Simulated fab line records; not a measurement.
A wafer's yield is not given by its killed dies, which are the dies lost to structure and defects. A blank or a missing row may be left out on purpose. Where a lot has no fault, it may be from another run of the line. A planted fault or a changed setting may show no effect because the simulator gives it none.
fab line records	flow n5_finfet
record: lots: 10	wafers: 30	last_day: 18
route steps=1938 shown BEOL_M0@748 BEOL_M1@753 BEOL_M4@1111 PASSIVATION@1936
lots untouched by any fault: they come from a run of this same line in which no faults occurred
start_h: start of the lot's first displayed wafer, in hours after the record's first day	wait_h: how many hours have passed since the lot's step before this one	" unchanged from the row above	L1.1+2: a row that stands for several wafers	- value missing, or start not given	* or withheld: withheld	< > ~ a bound
route shown NAME@n: NAME is a module with steps in the file, n the number in the route of the first one	usual: mean/standard deviation taken from wafers without a fault	same: alike in all rows	chamber/n: place in a boat	sites: the reading at each site	_std_site: their standard deviation	_edge_site: inner sites' mean taken away from outer sites' mean	radius_mm: how far each site lies from the wafer's centre	mask NAME#n: copy n	behind: the tool/chamber that last shaped the wafer	hold: why the lot was held/for how many hours/how that ended	device: transistor that didn't switch, given as n, p or np	end of line: the same wafers' tests at the end of the route	step lacking rows: just its recipe	killed: dies lost to structure and defects at the first sort, not the wafer's yield	map: per-die view of a wafer (x killed, . not killed, _ where there is no die)
set.NAME: setting as actually run; set.NAME@STEP: the setting as run at that earlier step	model.NAME: the simulator's own value behind a step, which no gauge read
one table for each step of the route and one row for each wafer, over a sample of lots
services: a tool's chamber out of use, with start hour (start_h, from the record's first day; less than 0 if before it), hours out, and reason
== steps ==
step: N5_BEOL_M0_DEP_125
recipe: material: SiCN	target_thk_a: 80	temp_c: withheld	precursor: 3MS/NH3	pressure_torr: 3	rf_w: 202	time_s: 14
usual: showerhead_plenum_p_Torr: 3.667/0.01	throttle_valve_pct: 8.9/0.39
lot.wafer	tool	chamber	start_h	wait_h	showerhead_plenum_p_Torr	throttle_valve_pct
L234.1	pecvd-02	1	139.31	0.0	3.665	9.3
L234.2	"	2	"	"	3.667	8.2
L234.5	"	1	"	"	3.670	9.2
L239.1	pecvd-02	1	177.42	0.0	3.658	9.1
L239.3	"	2	"	"	3.660	8.1
L239.5	"	1	"	"	3.670	9.1
L240.1	pecvd-03	0	177.73	0.0	3.687	8.5
L240.3	"	1	"	"	3.665	9.2
L240.4	"	1	"	"	3.661	9.4
L242.1	pecvd-04	2	184.30	0.0	3.659	8.9
L242.2	"	0	"	"	3.658	9.0
L242.6	"	0	"	"	3.655	9.3
L241.2	pecvd-02	1	184.60	0.0	3.666	9.2
L241.4	"	2	"	"	3.669	8.1
L241.6	"	0	"	"	3.678	8.7
L249.1	pecvd-04	2	230.11	0.0	3.651	8.8
L249.2	"	0	"	"	3.661	9.2
L249.3	"	1	"	"	3.675	9.3
L248.1	pecvd-02	0	233.74	0.0	3.666	9.0
L248.2	"	2	"	"	3.661	8.3
L248.3	"	1	"	"	3.664	9.2
L250.2	pecvd-04	1	234.13	0.0	3.663	9.3
L250.3	"	0	"	"	3.659	9.3
L250.4	"	1	"	"	3.668	9.3
L251.1	pecvd-04	2	248.09	0.0	3.651	8.6
L251.5	"	2	"	"	3.654	8.7
L251.6	"	0	"	"	3.658	9.1
L252.2	pecvd-04	0	258.77	0.0	3.659	8.9
L252.3	"	1	"	"	3.669	9.2
L252.4	"	2	"	"	3.650	8.9
step: N5_BEOL_M1_PECVD_72
recipe: material: SiO2	target_thk_a: 160	temp_c: 400	precursor: TEOS/O2	pressure_torr: 5.5	rf_w: 450	teos_flow_sccm: 53.8	gas: O2	flow_sccm: 3000	time_s: 18
usual: heater_power_w: 775/120	showerhead_plenum_p_Torr: 8.82/0.049	throttle_valve_pct: 21.7/1.1
lot.wafer	tool	chamber	start_h	wait_h	heater_power_w	showerhead_plenum_p_Torr	throttle_valve_pct
L234.1	pecvd-03	0	139.55	0.0	605	8.83	20.9
L234.2	"	1	"	"	679	8.81	22.9
L234.5	"	2	"	"	921	8.88	20.7
L239.1	pecvd-02	2	177.65	0.0	837	8.78	20.1
L239.3	"	1	"	"	837	8.77	23.1
L239.5	"	1	"	"	842	8.81	22.6
L240.1	pecvd-02	1	177.97	0.0	838	8.79	22.7
L240.3	"	0	"	"	833	8.80	21.9
L240.4	"	1	"	"	854	8.81	22.7
L242.1	pecvd-03	0	184.53	0.0	616	8.83	20.9
L242.2	"	1	"	"	589	8.79	22.8
L242.6	"	1	"	"	599	8.78	23.0
L241.2	pecvd-02	2	184.83	0.0	840	8.78	20.2
L241.4	"	1	"	"	853	8.79	22.6
L241.6	"	2	"	"	847	8.79	20.4
L249.1	pecvd-01	0	230.34	0.0	834	8.90	21.3
L249.2	"	1	"	"	815	8.82	23.2
L249.3	"	1	"	"	842	8.83	23.0
L248.1	pecvd-03	2	233.98	0.0	962	8.88	20.9
L248.2	"	1	"	"	586	8.81	23.2
L248.3	"	0	"	"	566	8.85	20.8
L250.2	pecvd-03	2	234.36	0.0	833	8.87	20.9
L250.3	"	0	"	"	560	8.82	20.6
L250.4	"	2	"	"	848	8.86	21.0
L251.1	pecvd-02	1	248.33	0.0	887	8.81	22.8
L251.5	"	1	"	"	881	8.81	22.7
L251.6	"	0	"	"	766	8.80	22.2
L252.2	pecvd-02	0	259.01	0.0	774	8.79	22.3
L252.3	"	2	"	"	746	8.84	20.6
L252.4	"	2	"	"	754	8.78	20.3
step: N5_BEOL_M1_STRIP_66
recipe: chemistry: CF4	resist: SiARC	power_w: 300	bias_power_w: 75	pressure_mtorr: 50	cf4_flow_sccm: 150	rf_frequency_hz: 6e+07
usual: bias_power_w: 74.99/0.23	cf4_flow_sccm: 150.0/0.43	drypump_motor_current_A: 5.6/0.32	oes_product_au: 0.77/0.088	rf_vpp_V: 271.2/1.2	showerhead_plenum_p_Torr: 1.80/0.052	throttle_valve_pct: 13.55/0.27
lot.wafer	tool	chamber	start_h	wait_h	bias_power_w	cf4_flow_sccm	drypump_motor_current_A	oes_product_au	rf_hours_counter_h	rf_vpp_V	showerhead_plenum_p_Torr	throttle_valve_pct
L234.1	rie_diel-01	3	140.51	0.0	75.06	150.1	5.7	0.74	131	270.1	1.73	13.43
L234.2	"	1	"	"	74.92	150.3	5.5	0.74	164	269.9	1.80	13.61
L234.5	"	2	"	"	74.98	150.3	5.4	0.69	-	270.7	1.76	13.99
L239.1	rie_diel-05	0	181.77	0.0	75.03	149.8	5.4	0.90	22	272.4	1.91	13.41
L239.3	"	2	"	"	74.81	149.0	5.9	0.72	213	271.0	1.77	13.67
L239.5	"	0	"	"	74.91	149.7	5.4	0.91	-	271.7	1.91	13.39
L240.1	rie_diel-05	3	182.00	0.0	-	-	-	-	-	-	-	-
L240.3	"	1	"	"	-	-	-	-	-	-	-	-
L240.4	"	0	"	"	-	-	-	-	-	-	-	-
L242.1	rie_diel-05	2	186.62	0.0	-	-	-	-	-	-	-	-
L242.2	"	3	"	"	-	-	-	-	-	-	-	-
L242.6	"	0	"	"	-	-	-	-	-	-	-	-
L241.2	rie_diel-01	3	186.81	0.0	-	-	-	-	-	-	-	-
L241.4	"	0	"	"	-	-	-	-	-	-	-	-
L241.6	"	2	"	"	-	-	-	-	-	-	-	-
L249.1	rie_diel-01	1	233.60	0.0	75.01	149.9	5.5	0.73	187	270.4	1.79	13.69
L249.2	"	2	"	"	74.62	150.1	5.4	0.68	258	271.2	1.75	14.06
L249.3	"	0	"	"	75.13	149.9	5.3	0.80	76	271.5	1.81	13.49
L248.1	rie_diel-05	0	237.45	0.0	75.22	150.0	5.4	0.87	40	273.1	1.90	13.42
L248.2	"	3	"	"	74.97	149.8	5.6	0.68	228	271.0	1.77	13.75
L248.3	"	2	"	"	74.97	149.4	5.9	0.70	229	271.7	1.77	13.68
L250.2	rie_diel-05	3	237.67	0.0	74.90	149.6	5.6	0.67	228	270.3	1.77	13.76
L250.3	"	2	"	"	75.44	150.3	5.9	0.70	229	269.4	1.77	13.69
L250.4	"	0	"	"	74.99	150.0	5.4	0.87	40	273.4	1.90	13.44
L251.1	rie_diel-04	1	250.13	0.0	75.20	149.7	6.3	0.68	247	271.9	1.84	13.95
L251.5	"	0	"	"	75.03	150.3	5.6	0.94	-	273.0	1.84	13.26
L251.6	"	3	"	"	74.88	150.0	5.9	0.90	-	271.7	1.84	13.36
L252.2	rie_diel-05	0	263.14	0.0	74.94	149.7	5.4	0.85	48	272.5	1.90	13.45
L252.3	"	1	"	"	74.97	149.2	5.2	0.73	169	269.8	1.78	13.42
L252.4	"	3	"	"	75.03	149.5	5.6	0.67	235	272.7	1.77	13.77
step: N5_BEOL_M1_CD_MEAS_28
recipe: landing_energy_ev: 500	detector: se_inlens	target_cd_y_nm: 23.3
usual: cd_nm: 23.89/0.26
lot.wafer	tool	chamber	start_h	wait_h	cd_nm
L234.1	cd_sem-03	0	141.05	-	23.48
L234.2	"	0	"	"	24.30
L234.5	"	0	"	"	23.99
L239.1	cd_sem-01	0	182.40	-	23.94
L239.3	"	0	"	"	24.24
L239.5	"	0	"	"	23.93
L240.1	cd_sem-02	0	182.60	-	23.98
L240.3	"	0	"	"	24.19
L240.4	"	0	"	"	23.92
L242.1	cd_sem-02	0	187.16	-	23.93
L242.2	"	0	"	"	24.09
L242.6	"	0	"	"	23.87
L241.2	cd_sem-02	0	187.48	-	24.01
L241.4	"	0	"	"	23.95
L241.6	"	0	"	"	24.16
L249.1	cd_sem-03	0	234.14	-	24.08
L249.2	"	0	"	"	23.86
L249.3	"	0	"	"	23.73
L248.1	cd_sem-01	0	238.49	-	24.36
L248.2	"	0	"	"	23.41
L248.3	"	0	"	"	23.40
L250.2	cd_sem-02	0	238.55	-	24.23
L250.3	"	0	"	"	24.30
L250.4	"	0	"	"	23.92
L251.1	cd_sem-03	0	250.89	-	23.80
L251.5	"	0	"	"	24.04
L251.6	"	0	"	"	23.76
L252.2	cd_sem-03	0	263.91	-	23.88
L252.3	"	0	"	"	24.05
L252.4	"	0	"	"	23.74
step: N5_BEOL_M4_RC_MEAS_101
usual: DIBL_N: 36.0/1.9	DIBL_P: 36.0/2.1	IOFF_N: 0.155/0.029	IOFF_P: 0.20/0.032	ION_N: 672/11	ION_P: 461/6.9	SS_N: 71.5/0.58	SS_P: 73.2/0.64	VT_N: 250.4/2.9	VT_P: -251.0/2.8
lot.wafer	tool	chamber	start_h	wait_h	DIBL_N[mV/V]	DIBL_P[mV/V]	IOFF_N[nA/um]	IOFF_P[nA/um]	ION_N[uA/um]	ION_P[uA/um]	SS_N[mV/dec]	SS_P[mV/dec]	VT_N[mV]	VT_P[mV]
L234.1	prober-02	0	187.11	0.0	38.1	39.4	0.192	0.26	696	475	71.6	74.1	247.3	-244.9
L234.2	"	0	"	"	39.6	40.4	0.218	0.27	682	466	72.0	73.4	244.8	-248.1
L234.5	"	0	"	"	39.5	39.7	0.213	0.27	705	478	71.0	73.7	247.4	-247.3
L239.1	prober-01	0	227.73	0.0	38.1	38.0	0.178	0.22	688	468	71.8	73.3	247.4	-249.7
L239.3	"	0	"	"	35.3	34.2	0.125	0.17	671	459	71.0	72.6	253.8	-253.8
L239.5	"	0	"	"	37.7	37.6	0.177	0.21	690	464	71.1	73.1	247.6	-250.1
L242.1	prober-01	0	237.95	0.0	35.5	34.8	0.148	0.20	677	465	71.8	72.5	250.3	-251.6
L242.2	"	0	"	"	37.3	36.5	0.174	0.22	681	468	71.6	73.5	250.7	-251.2
L242.6	"	0	"	"	35.1	34.4	0.130	0.19	656	456	71.6	72.4	255.0	-252.9
L240.1	prober-01	0	240.97	0.0	36.0	37.2	0.153	0.21	688	469	70.9	74.1	249.2	-248.9
L240.3	"	0	"	"	35.7	36.8	0.155	0.22	672	467	71.1	73.8	250.3	-250.4
L240.4	"	0	"	"	34.6	35.8	0.135	0.20	665	466	71.5	73.6	251.7	-249.1
L241.2	prober-02	0	244.82	0.2	35.4	35.7	0.168	0.22	680	467	71.2	73.4	249.3	-249.5
L241.4	"	0	"	"	34.5	34.6	0.149	0.21	678	467	71.3	72.5	247.9	-250.5
L241.6	"	0	"	"	34.1	34.0	0.137	0.19	672	458	71.2	72.7	250.8	-249.1
L249.1	prober-02	0	283.94	0.0	36.7	37.7	0.173	0.23	684	470	71.7	73.8	248.6	-248.9
L249.2	"	0	"	"	37.2	38.2	0.186	0.24	669	460	71.4	74.2	245.9	-247.8
L249.3	"	0	"	"	38.1	40.4	0.202	0.28	688	475	72.0	74.6	245.9	-245.5
L248.1	prober-01	0	285.18	0.0	35.9	37.6	0.158	0.19	682	463	71.7	73.3	251.3	-253.3
L248.2	"	0	"	"	37.4	38.4	0.185	0.20	674	457	71.9	74.1	250.6	-255.3
L248.3	"	0	"	"	35.4	37.0	0.133	0.17	658	456	71.7	73.5	255.4	-255.4
L250.2	prober-02	0	288.21	0.2	35.1	36.4	0.144	0.21	677	467	70.6	73.3	249.4	-251.5
L250.3	"	0	"	"	32.9	34.1	0.119	0.18	654	453	70.8	72.2	250.0	-251.7
L250.4	"	0	"	"	35.1	37.0	0.155	0.22	681	469	71.7	73.2	247.5	-249.1
L251.1	prober-02	0	303.98	0.0	38.0	36.8	0.169	0.22	676	469	72.0	73.9	249.1	-247.3
L251.5	"	0	"	"	36.2	35.3	0.148	0.20	673	462	70.9	73.6	250.4	-249.4
L251.6	"	0	"	"	38.5	37.9	0.187	0.23	679	460	71.9	74.0	246.4	-247.4
L252.2	prober-02	0	312.04	0.2	33.6	33.1	0.130	0.18	675	467	71.5	72.1	250.5	-250.3
L252.3	"	0	"	"	32.7	32.2	0.124	0.17	673	464	70.7	72.4	255.6	-251.7
L252.4	"	0	"	"	34.6	33.9	0.132	0.19	656	457	70.9	72.7	253.0	-251.1
step: N5_PASSIVATION_PROBE_49
usual: defect_limited_yield: 91.0/1.5	killed_at_M0_to_M3: 33/9.4	killed_at_M4_up: 14/4.8	killed_at_contacts: 13/7.3	killed_at_front_end: 43/13	killed_at_other: 3.6/2.9	killed_dies: 106/18	killed_open: 69/13	killed_short: 35/8.2	sort_bin_5_function: 5.3/1	sort_bin_6_memory: 3.3/0.68	sort_bin_8_speed: 0.01/0.027	sort_n_pass: 1074/18	sort_yield_pct: 91.0/1.5
same: gross_dies: 1180	killed_at_back_side: 0	sort_bin_4_leakage[%]: 0
lot.wafer	tool	chamber	start_h	wait_h	defect_limited_yield[%]	killed_at_M0_to_M3	killed_at_M4_up	killed_at_contacts	killed_at_front_end	killed_at_other	killed_dies	killed_open	killed_short	sort_bin_5_function[%]	sort_bin_6_memory[%]	sort_bin_8_speed[%]	sort_n_pass	sort_yield_pct[%]
L234.1	prober-01	-	289.43	0.0	93.2	18	16	5	31	10	80	56	24	4.3	2.2	0	1100	93.2
L234.2	prober-01	-	289.48	0.1	93.2	21	20	6	29	4	80	48	32	3.9	2.4	0	1100	93.2
L234.5	prober-01	-	289.63	0.2	92.1	35	14	14	28	2	93	58	33	4.4	3.2	0	1087	92.1
L239.1	prober-01	-	325.56	0.0	90.1	37	16	16	45	3	117	72	44	6.4	2.9	0	1063	90.1
L239.3	prober-01	-	325.66	0.1	91.0	35	13	7	46	5	106	68	38	5.1	3.6	0	1074	91.0
L239.5	prober-01	-	325.76	0.2	93.7	18	13	7	31	5	74	42	32	3.2	2.8	0	1106	93.7
L242.1	prober-02	-	345.08	0.0	90.8	40	20	13	31	5	109	66	42	5.1	3.9	0	1071	90.8
L242.2	prober-02	-	345.13	0.1	91.6	38	14	8	36	3	99	53	37	4.2	3.2	0	1081	91.6
L242.6	prober-02	-	345.33	0.3	91.9	33	13	8	41	1	96	59	36	4.6	3.3	0	1084	91.9
L240.1	prober-01	-	350.89	0.0	92.1	27	13	18	34	1	93	68	25	4.9	2.5	0	1087	92.1
L240.3	prober-01	-	350.99	0.1	91.2	40	5	7	52	0	104	69	33	5.3	3.2	0	1076	91.2
L240.4	prober-01	-	351.04	0.2	87.4	42	12	6	85	4	149	89	56	7.6	4.1	0	1031	87.4
L241.2	prober-02	-	356.60	0.1	90.8	30	17	22	38	2	109	79	27	5.9	3.1	0	1071	90.8
L241.4	prober-02	-	356.70	0.2	93.6	21	14	4	34	2	75	61	13	4.2	1.9	0	1105	93.6
L241.6	prober-02	-	356.80	0.3	91.0	38	13	13	40	2	106	78	28	5.1	3.7	0	1074	91.0
L248.1	prober-02	-	388.38	0.0	92.1	25	11	14	36	7	93	59	33	4.2	3.2	0	1087	92.1
L248.2	prober-02	-	388.43	0.1	89.2	35	17	7	59	9	127	82	42	5.8	4.2	0	1053	89.2
L248.3	prober-02	-	388.48	0.1	89.3	47	20	16	37	6	126	79	45	5.8	4.7	0	1054	89.3
L249.1	prober-01	-	390.18	0.0	90.6	30	17	26	36	2	111	69	42	5.3	3.6	0	1069	90.6
L249.2	prober-01	-	390.23	0.1	92.6	18	8	20	41	0	87	55	32	4.4	2.5	0	1093	92.6
L249.3	prober-01	-	390.28	0.1	93.4	20	18	15	22	3	78	56	22	4.0	2.3	0	1102	93.4
L250.2	prober-01	-	400.40	0.1	93.2	24	16	20	20	0	80	53	21	4.2	2.0	0	1100	93.2
L250.3	prober-01	-	400.45	0.1	91.7	27	16	27	26	2	98	69	26	4.4	3.3	0.08	1081	91.6
L250.4	prober-01	-	400.50	0.2	90.9	23	20	21	38	5	107	70	37	5.1	3.6	0	1073	90.9
L251.1	prober-02	-	404.19	0.0	92.7	24	16	6	38	2	86	58	26	4.3	2.9	0	1094	92.7
L251.5	prober-02	-	404.39	0.2	90.9	44	11	4	43	5	107	68	36	5.1	3.4	0	1073	90.9
L251.6	prober-02	-	404.44	0.3	90.3	30	14	13	54	4	115	69	38	5.8	3.4	0	1065	90.3
L252.2	prober-01	-	421.97	0.1	92.4	24	16	20	29	1	90	60	28	5.2	2.3	0	1090	92.4
L252.3	prober-01	-	422.02	0.1	89.6	45	20	20	37	1	123	76	47	6.0	4.2	0	1057	89.6
L252.4	prober-01	-	422.07	0.2	88.6	52	17	16	46	4	135	81	49	6.4	4.4	0	1045	88.6
killed by level:class
L234.1 BEOL_M4:geometric_particle:open=14 STI_FIN_REVEAL:geometric_particle:open=10 GATE_CUT:geometric_particle:short=7 MOL_CONTACT_COAG:geometric_particle:open=5 BEOL_M2:geometric_particle:open=5 BEOL_M3:geometric_particle:open=4 MIM_TOP_ETCH:geometric_particle:short=4 GATE_CUT:geometric_particle:open=3
L234.2 BEOL_M4:geometric_particle:open=7 STI_FIN_REVEAL:geometric_particle:open=6 GATE_CUT:geometric_particle:short=6 MOL_CONTACT_COAG:geometric_particle:short=5 BEOL_M2:geometric_particle:open=5 GATE_CUT:geometric_particle:open=4 BEOL_M1:geometric_particle:open=4 BEOL_M4:geometric_particle:short=4
L234.5 MOL_CONTACT_COAG:geometric_particle:open=11 BEOL_M1:geometric_particle:open=11 BEOL_M3:geometric_particle:open=6 BEOL_M1:geometric_particle:short=5 DUMMY_GATE:geometric_particle:open=4 GATE_CUT:geometric_particle:short=4 BEOL_M0_SAQP:geometric_particle:short=4 BEOL_M2:geometric_particle:open=4
L239.1 BEOL_M2:geometric_particle:open=20 FIN_SAQP:geometric_particle:short=12 STI_FIN_REVEAL:geometric_particle:open=9 MOL_CONTACT_COAG:geometric_particle:open=9 BEOL_M4:geometric_particle:open=8 FIN_SAQP:geometric_particle:open=7 MOL_CONTACT_COAG:geometric_particle:short=7 BEOL_M0_SAQP:geometric_particle:short=6
L239.3 STI_FIN_REVEAL:geometric_particle:open=11 FIN_SAQP:geometric_particle:short=9 BEOL_M0_SAQP:geometric_particle:short=8 DUMMY_GATE:geometric_particle:open=7 BEOL_M0_SAQP:geometric_particle:open=7 BEOL_M3:geometric_particle:short=7 BEOL_M4:geometric_particle:open=7 BEOL_M3:geometric_particle:open=6
L239.5 FIN_SAQP:geometric_particle:short=9 BEOL_M4:geometric_particle:open=6 GATE_CUT:geometric_particle:short=6 BEOL_M2:geometric_particle:open=6 STI_FIN_REVEAL:geometric_particle:open=5 FIN_SAQP:geometric_particle:open=4 MOL_CONTACT_COAG:geometric_particle:short=4 MOL_CONTACT_COAG:geometric_particle:open=3
L242.1 BEOL_M0_SAQP:geometric_particle:short=11 MOL_CONTACT_COAG:geometric_particle:open=10 BEOL_M2:geometric_particle:open=9 FIN_SAQP:geometric_particle:short=7 STI_FIN_REVEAL:geometric_particle:open=7 FIN_SAQP:geometric_particle:open=6 BEOL_M6:geometric_particle:open=5 BEOL_M1:geometric_particle:open=4
L242.2 BEOL_M0_SAQP:geometric_particle:open=14 BEOL_M0_SAQP:geometric_particle:short=13 HKMG_FIN:area_etch=8 MOL_CONTACT_COAG:geometric_particle:open=7 FIN_SAQP:geometric_particle:open=6 BEOL_M4:geometric_particle:open=6 STARTING-WAFER:geometric_particle:short=6 FIN_SAQP:geometric_particle:short=4
L242.6 FIN_SAQP:geometric_particle:open=9 BEOL_M0_SAQP:geometric_particle:open=9 MOL_CONTACT_COAG:geometric_particle:open=6 FIN_SAQP:geometric_particle:short=5 BEOL_M1:geometric_particle:open=5 BEOL_M2:geometric_particle:open=5 BEOL_M5:geometric_particle:short=5 STI_FIN_REVEAL:geometric_particle:open=4
L240.1 MOL_CONTACT_COAG:geometric_particle:open=13 STI_FIN_REVEAL:geometric_particle:open=9 FIN_SAQP:geometric_particle:open=8 BEOL_M2:geometric_particle:open=6 BEOL_M5:geometric_particle:open=6 MOL_CONTACT_COAG:geometric_particle:short=5 FIN_SAQP:geometric_particle:short=4 BEOL_M1:geometric_particle:open=4
L240.3 FIN_SAQP:geometric_particle:open=15 FIN_SAQP:geometric_particle:short=11 BEOL_M2:geometric_particle:open=11 BEOL_M0_SAQP:geometric_particle:short=9 BEOL_M0_SAQP:geometric_particle:open=7 STI_FIN_REVEAL:geometric_particle:open=6 MOL_CONTACT_COAG:geometric_particle:open=6 GATE_CUT:geometric_particle:open=4
L240.4 FIN_SAQP:geometric_particle:open=33 FIN_SAQP:geometric_particle:short=21 BEOL_M2:geometric_particle:open=15 BEOL_M0_SAQP:geometric_particle:open=7 BEOL_M1:geometric_particle:open=6 MOL_CONTACT_COAG:geometric_particle:open=5 BEOL_M4:geometric_particle:open=5 STARTING-WAFER:geometric_particle:open=5
L241.2 MOL_CONTACT_COAG:geometric_particle:open=18 FIN_SAQP:geometric_particle:open=17 BEOL_M0_SAQP:geometric_particle:open=7 BEOL_M2:geometric_particle:open=7 DUMMY_GATE:geometric_particle:open=5 BEOL_M0_SAQP:geometric_particle:short=5 BEOL_M1:geometric_particle:open=5 BEOL_M4:geometric_particle:open=5
L241.4 FIN_SAQP:geometric_particle:open=7 BEOL_M3:geometric_particle:open=7 BEOL_M2:geometric_particle:open=6 BEOL_M4:geometric_particle:open=6 STI_FIN_REVEAL:geometric_particle:open=5 DUMMY_GATE:geometric_particle:open=4 ILD0:geometric_particle:open=4 GATE_CUT:geometric_particle:short=3
L241.6 BEOL_M2:geometric_particle:open=13 MOL_CONTACT_COAG:geometric_particle:open=11 FIN_SAQP:geometric_particle:open=9 BEOL_M0_SAQP:geometric_particle:open=9 DUMMY_GATE:geometric_particle:open=7 ILD0:geometric_particle:open=5 BEOL_M0_SAQP:geometric_particle:short=5 BEOL_M1:geometric_particle:short=5
L248.1 MOL_CONTACT_COAG:geometric_particle:open=13 FIN_SAQP:geometric_particle:open=8 BEOL_M3:geometric_particle:open=7 BEOL_M0_SAQP:geometric_particle:open=6 STI_FIN_REVEAL:geometric_particle:open=5 BEOL_M0_SAQP:geometric_particle:short=5 FIN_SAQP:geometric_particle:short=4 BEOL_M3:geometric_particle:short=4
L248.2 FIN_SAQP:geometric_particle:short=14 STI_FIN_REVEAL:geometric_particle:open=14 FIN_SAQP:geometric_particle:open=9 BEOL_M4:geometric_particle:open=9 BEOL_M0_SAQP:geometric_particle:short=8 BEOL_M0_SAQP:geometric_particle:open=7 DUMMY_GATE:geometric_particle:open=6 STARTING-WAFER:geometric_particle:open=6
L248.3 MOL_CONTACT_COAG:geometric_particle:open=14 BEOL_M0_SAQP:geometric_particle:short=11 FIN_SAQP:geometric_particle:short=10 BEOL_M0_SAQP:geometric_particle:open=10 BEOL_M1:geometric_particle:open=8 BEOL_M2:geometric_particle:open=7 BEOL_M3:geometric_particle:open=6 GATE_CUT:geometric_particle:short=5
L249.1 MOL_CONTACT_COAG:geometric_particle:open=19 STI_FIN_REVEAL:geometric_particle:open=17 BEOL_M0_SAQP:geometric_particle:open=10 BEOL_M0_SAQP:geometric_particle:short=10 FIN_SAQP:geometric_particle:short=8 MOL_CONTACT_COAG:geometric_particle:short=7 BEOL_M2:geometric_particle:open=5 GATE_CUT:geometric_particle:short=4
L249.2 MOL_CONTACT_COAG:geometric_particle:open=16 STI_FIN_REVEAL:geometric_particle:open=11 FIN_SAQP:geometric_particle:short=10 FIN_SAQP:geometric_particle:open=8 BEOL_M0_SAQP:geometric_particle:short=7 MOL_CONTACT_COAG:geometric_particle:short=4 BEOL_M2:geometric_particle:open=4 STI_FIN_REVEAL:geometric_particle:short=3
L249.3 MOL_CONTACT_COAG:geometric_particle:open=14 STI_FIN_REVEAL:geometric_particle:open=7 FIN_SAQP:geometric_particle:short=4 BEOL_M0_SAQP:geometric_particle:open=4 BEOL_M4:geometric_particle:open=4 STARTING-WAFER:geometric_particle:open=4 GATE_CUT:geometric_particle:short=3 DUMMY_GATE:geometric_particle:open=3
L250.2 MOL_CONTACT_COAG:geometric_particle:open=17 BEOL_M2:geometric_particle:open=10 BEOL_M4:geometric_particle:short=6 HKMG_FIN:area_etch=5 FIN_SAQP:geometric_particle:open=4 BEOL_M3:geometric_particle:open=4 MOL_CONTACT_COAG:geometric_particle:short=3 BEOL_M0_SAQP:geometric_particle:short=3
L250.3 MOL_CONTACT_COAG:geometric_particle:open=23 FIN_SAQP:geometric_particle:open=8 BEOL_M4:geometric_particle:open=8 BEOL_M3:geometric_particle:open=7 BEOL_M2:geometric_particle:open=6 MOL_CONTACT_COAG:geometric_particle:short=4 BEOL_M1:geometric_particle:open=4 BEOL_M4:geometric_particle:short=4
L250.4 MOL_CONTACT_COAG:geometric_particle:open=17 FIN_SAQP:geometric_particle:open=12 FIN_SAQP:geometric_particle:short=9 BEOL_M4:geometric_particle:open=9 BEOL_M3:geometric_particle:open=6 BEOL_M0_SAQP:geometric_particle:short=5 MOL_CONTACT_COAG:geometric_particle:short=4 BEOL_M0_SAQP:geometric_particle:open=4
L251.1 STI_FIN_REVEAL:geometric_particle:open=9 BEOL_M1:geometric_particle:open=7 GATE_CUT:geometric_particle:short=6 MOL_CONTACT_COAG:geometric_particle:open=6 DUMMY_GATE:geometric_particle:open=5 BEOL_M2:geometric_particle:open=5 BEOL_M4:geometric_particle:short=5 BEOL_M6:geometric_particle:open=5
L251.5 STI_FIN_REVEAL:geometric_particle:open=13 BEOL_M0_SAQP:geometric_particle:open=10 BEOL_M2:geometric_particle:open=10 BEOL_M0_SAQP:geometric_particle:short=7 BEOL_M1:geometric_particle:open=7 GATE_CUT:geometric_particle:short=6 BEOL_M4:geometric_particle:open=6 FIN_SAQP:geometric_particle:open=4
L251.6 STI_FIN_REVEAL:geometric_particle:open=13 BEOL_M1:geometric_particle:open=10 FIN_SAQP:geometric_particle:short=9 MOL_CONTACT_COAG:geometric_particle:open=8 FIN_SAQP:geometric_particle:open=7 DUMMY_GATE:geometric_particle:open=7 BEOL_M1:geometric_particle:short=5 BEOL_M2:geometric_particle:open=5
L252.2 MOL_CONTACT_COAG:geometric_particle:open=17 BEOL_M0_SAQP:geometric_particle:short=11 BEOL_M4:geometric_particle:open=10 FIN_SAQP:geometric_particle:open=5 DUMMY_GATE:geometric_particle:open=5 BEOL_M0_SAQP:geometric_particle:open=5 GATE_CUT:geometric_particle:short=4 BEOL_M3:geometric_particle:open=4
L252.3 MOL_CONTACT_COAG:geometric_particle:open=12 FIN_SAQP:geometric_particle:open=11 BEOL_M4:geometric_particle:open=11 BEOL_M1:geometric_particle:open=9 BEOL_M0_SAQP:geometric_particle:open=9 FIN_SAQP:geometric_particle:short=8 MOL_CONTACT_COAG:geometric_particle:short=8 BEOL_M0:geometric_particle:short=8
L252.4 BEOL_M0_SAQP:geometric_particle:short=21 MOL_CONTACT_COAG:geometric_particle:open=16 FIN_SAQP:geometric_particle:short=15 BEOL_M0_SAQP:geometric_particle:open=12 FIN_SAQP:geometric_particle:open=10 BEOL_M2:geometric_particle:open=9 BEOL_M4:geometric_particle:open=7 DUMMY_GATE:geometric_particle:open=6
== services ==
tool	chamber	start_h	hours	kind
pecvd-04	0	116.33	2.1	scheduled_down
pecvd-03	-	136.71	1.1	repair
rie_diel-05	1	141.67	9.0	repair
pecvd-02	2	145.61	5.1	repair
pecvd-03	-	145.76	1.0	repair
pecvd-04	-	150.68	0.5	repair
pecvd-02	0	167.87	5.5	scheduled_down
rie_diel-04	3	184.80	-	clean
rie_diel-04	3	184.80	-	consumable_replace:focus_ring
rie_diel-04	3	184.80	21.8	scheduled_down
rie_diel-04	3	184.80	21.8	vent_cycle
pecvd-01	2	190.23	2.3	repair
rie_diel-05	3	190.29	7.9	repair
rie_diel-01	1	194.00	11.3	repair
pecvd-04	-	195.44	5.5	pm
rie_diel-01	0	197.51	3.7	repair
pecvd-02	-	214.93	1.0	repair
pecvd-04	0	217.44	5.5	scheduled_down
rie_diel-01	3	226.04	5.8	repair
rie_diel-01	2	236.17	32.3	repair
rie_diel-01	-	236.82	0.8	repair
pecvd-03	2	248.24	-	calibration
rie_diel-04	1	253.83	13.9	repair
pecvd-01	-	255.43	0.8	repair
== key ==
first_sign: step: N5_BEOL_M1_STRIP_66	reading: tool_record	direction: missing
effect none on later readings
met_at N5_BEOL_M1_STRIP_66
struck_lots L240,L241,L242
not_acting_at N5_BEOL_M0_DEP_125,N5_BEOL_M1_PECVD_72,N5_BEOL_M1_CD_MEAS_28
onset_between 181.77 182.00
fault: kind: skipped_step_whole	tool: rie_diel-01,rie_diel-05	chamber: -	onset_h: 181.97	steps: N5_BEOL_M1_STRIP_66	scope: struck_lots_only
